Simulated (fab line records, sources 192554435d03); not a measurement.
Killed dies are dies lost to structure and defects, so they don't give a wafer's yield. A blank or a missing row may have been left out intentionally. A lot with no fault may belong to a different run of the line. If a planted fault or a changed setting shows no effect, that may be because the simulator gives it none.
Matching of chambers + flow n5Finfet + rieDiel-04 running N5_BEOL_M2_DESCUM_33: 4 sister chambers
The step chemistry O2, time 7 s. 22 wafers are shown with their chamber, then 11 later ones without.

== EACH WAFER AND ITS CHAMBER ==
| wafer  | chamber | drypumpMotorCurrentA (A) | showerheadPlenumPTorr (Torr) | throttleValvePct (%) |
|--------|---------|--------------------------|------------------------------|----------------------|
| L074.1 | 1       | 5.3                      | 2.02                         | 20.37                |
| L074.2 | 3       | 6.3                      | 2.17                         | 20.61                |
| L074.4 | 0       | 4.8                      | 2.15                         | 20.47                |
| L077.4 | 1       | 5.3                      | 2.02                         | 20.39                |
| L077.5 | 2       | 5.5                      | 2.08                         | 20.79                |
| L077.6 | 0       | 4.8                      | 2.15                         | 20.49                |
| L079.2 | 2       | 5.5                      | 2.08                         | 20.76                |
| L079.3 | 3       | 6.3                      | 2.17                         | 20.61                |
| L079.6 | 3       | 6.3                      | 2.17                         | 20.62                |
| L080.2 | 1       | 5.3                      | 2.02                         | 20.38                |
| L080.3 | 3       | 6.3                      | 2.17                         | 20.62                |
| L080.6 | 0       | 4.9                      | 2.14                         | 20.48                |
| L082.1 | 3       | 6.3                      | 2.17                         | 20.64                |
| L082.3 | 0       | 4.8                      | 2.14                         | 20.51                |
| L082.4 | 1       | 5.3                      | 2.02                         | 20.40                |
| L087.3 | 0       | 4.8                      | 2.14                         | 20.53                |
| L087.5 | 0       | 4.8                      | 2.14                         | 20.52                |
| L087.6 | 1       | 5.3                      | 2.01                         | 20.44                |
| L089.3 | 1       | 5.3                      | 2.01                         | 20.44                |
| L089.4 | 1       | 5.3                      | 2.01                         | 20.41                |
| L089.6 | 2       | 5.5                      | 2.07                         | 20.81                |
| L091.1 | 1       | 5.3                      | 2.01                         | 20.45                |

SIGNATURES, as means of the wafers listed above
| reading               | chamber 0 | chamber 1 | chamber 2 | chamber 3 | scatter within a chamber |
|-----------------------|-----------|-----------|-----------|-----------|--------------------------|
| drypumpMotorCurrentA  | 4.817     | 5.300     | 5.500     | 6.300     | 0.0215                   |
| showerheadPlenumPTorr | 2.1433    | 2.0150    | 2.0767    | 2.1700    | 0.00471                  |
| throttleValvePct      | 20.5000   | 20.4100   | 20.7867   | 20.6200   | 0.0248                   |
Rule: distance of a wafer from a chamber = root of the sum over the readings of ((wafer's reading minus chamber's mean) / reading's scatter) squared. If the next closest chamber is less than 2 further off than the closest, the wafer can't be placed; otherwise it belongs to the closest. The scatter: take each reading less its chamber's mean, square it, sum over the shown wafers, divide by the number of wafers less the number of chambers, and take the root.

== WAFERS MISSING THEIR CHAMBER ==
| wafer  | drypumpMotorCurrentA (A) | showerheadPlenumPTorr (Torr) | throttleValvePct (%) |
|--------|--------------------------|------------------------------|----------------------|
| L091.2 | 5.5                      | 2.07                         | 20.81                |
| L091.6 | 4.8                      | 2.13                         | 20.52                |
| L090.2 | 5.5                      | 2.07                         | 20.80                |
| L090.4 | 5.5                      | 2.07                         | 20.82                |
| L090.5 | 4.8                      | 2.13                         | 20.54                |
| L092.1 | 5.5                      | 2.07                         | 20.81                |
| L092.4 | 4.8                      | 2.13                         | 20.53                |
| L092.6 | 5.3                      | 2.01                         | 20.43                |
| L095.4 | 5.3                      | 2.00                         | 20.45                |
| L095.5 | 5.5                      | 2.07                         | 20.84                |
| L095.6 | 5.3                      | 2.00                         | 20.45                |

== EACH ONE'S CHAMBER ==
| wafer  | from the rows above | in truth |
|--------|---------------------|----------|
| L091.2 | 2                   | 2        |
| L091.6 | 0                   | 0        |
| L090.2 | 2                   | 2        |
| L090.4 | 2                   | 2        |
| L090.5 | 0                   | 0        |
| L092.1 | 2                   | 2        |
| L092.4 | 0                   | 0        |
| L092.6 | 1                   | 1        |
| L095.4 | 1                   | 1        |
| L095.5 | 2                   | 2        |
| L095.6 | 1                   | 1        |
Placed correctly: 11 of 11. Number that these rows cannot place: 0. Placed wrongly: 0.
